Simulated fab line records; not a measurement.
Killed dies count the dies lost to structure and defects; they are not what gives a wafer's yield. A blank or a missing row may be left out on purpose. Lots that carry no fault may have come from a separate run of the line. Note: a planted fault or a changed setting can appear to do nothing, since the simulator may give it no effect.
Chamber matching / flow n5-finfet / rie-diel-02 running N5_MOL_CONTACT_COAG_ETCH_91: 4 sister chambers
The step etches SOC in N2/H2, target depth 60 nm, overetch 21 nm, time 101.2 s. 8 wafers are shown with their chamber, then 7 later ones without.

EACH WAFER AND ITS CHAMBER
wafer=L079.3; chamber=2; showerhead-plenum-p-Torr (Torr)=2.51; throttle-valve-pct (%)=18.09
wafer=L079.6; chamber=2; showerhead-plenum-p-Torr (Torr)=2.51; throttle-valve-pct (%)=18.08
wafer=L087.6; chamber=1; showerhead-plenum-p-Torr (Torr)=2.68; throttle-valve-pct (%)=17.68
wafer=L089.1; chamber=0; showerhead-plenum-p-Torr (Torr)=2.70; throttle-valve-pct (%)=17.56
wafer=L089.2; chamber=3; showerhead-plenum-p-Torr (Torr)=2.64; throttle-valve-pct (%)=17.77
wafer=L089.5; chamber=3; showerhead-plenum-p-Torr (Torr)=2.64; throttle-valve-pct (%)=17.75
wafer=L092.1; chamber=1; showerhead-plenum-p-Torr (Torr)=2.67; throttle-valve-pct (%)=17.69
wafer=L092.3; chamber=0; showerhead-plenum-p-Torr (Torr)=2.70; throttle-valve-pct (%)=17.58

WAFERS WITHOUT THEIR CHAMBER
wafer=L092.5; showerhead-plenum-p-Torr (Torr)=2.67; throttle-valve-pct (%)=17.71
wafer=L093.3; showerhead-plenum-p-Torr (Torr)=2.67; throttle-valve-pct (%)=17.72
wafer=L093.5; showerhead-plenum-p-Torr (Torr)=2.70; throttle-valve-pct (%)=17.58
wafer=L093.6; showerhead-plenum-p-Torr (Torr)=2.63; throttle-valve-pct (%)=17.77
wafer=L096.1; showerhead-plenum-p-Torr (Torr)=2.50; throttle-valve-pct (%)=17.69
wafer=L096.2; showerhead-plenum-p-Torr (Torr)=2.69; throttle-valve-pct (%)=17.61
wafer=L096.3; showerhead-plenum-p-Torr (Torr)=2.63; throttle-valve-pct (%)=17.77

CHAMBER TAKEN BY EACH
wafer=L092.5; from the rows above=1; in truth=1
wafer=L093.3; from the rows above=1; in truth=1
wafer=L093.5; from the rows above=0; in truth=0
wafer=L093.6; from the rows above=3; in truth=3
wafer=L096.1; from the rows above=2; in truth=2
wafer=L096.2; from the rows above=0; in truth=0
wafer=L096.3; from the rows above=3; in truth=3
Correctly placed: 7 of 7. From these rows, 0 cannot be placed. Number placed wrongly: 0.
How it was worked out, from the rows above alone: a wafer's distance from a chamber is the root of the sum, over the readings, of the square of ((its reading less the chamber's mean) divided by the reading's scatter). The wafer belongs to the nearest chamber; if the next one is less than 2 further off, it can't be placed. The mean given for a chamber averages the wafers shown for that chamber. The scatter: the root of (the sum of the squares of (reading less its chamber's mean) over the shown wafers, divided by (wafers less chambers)).
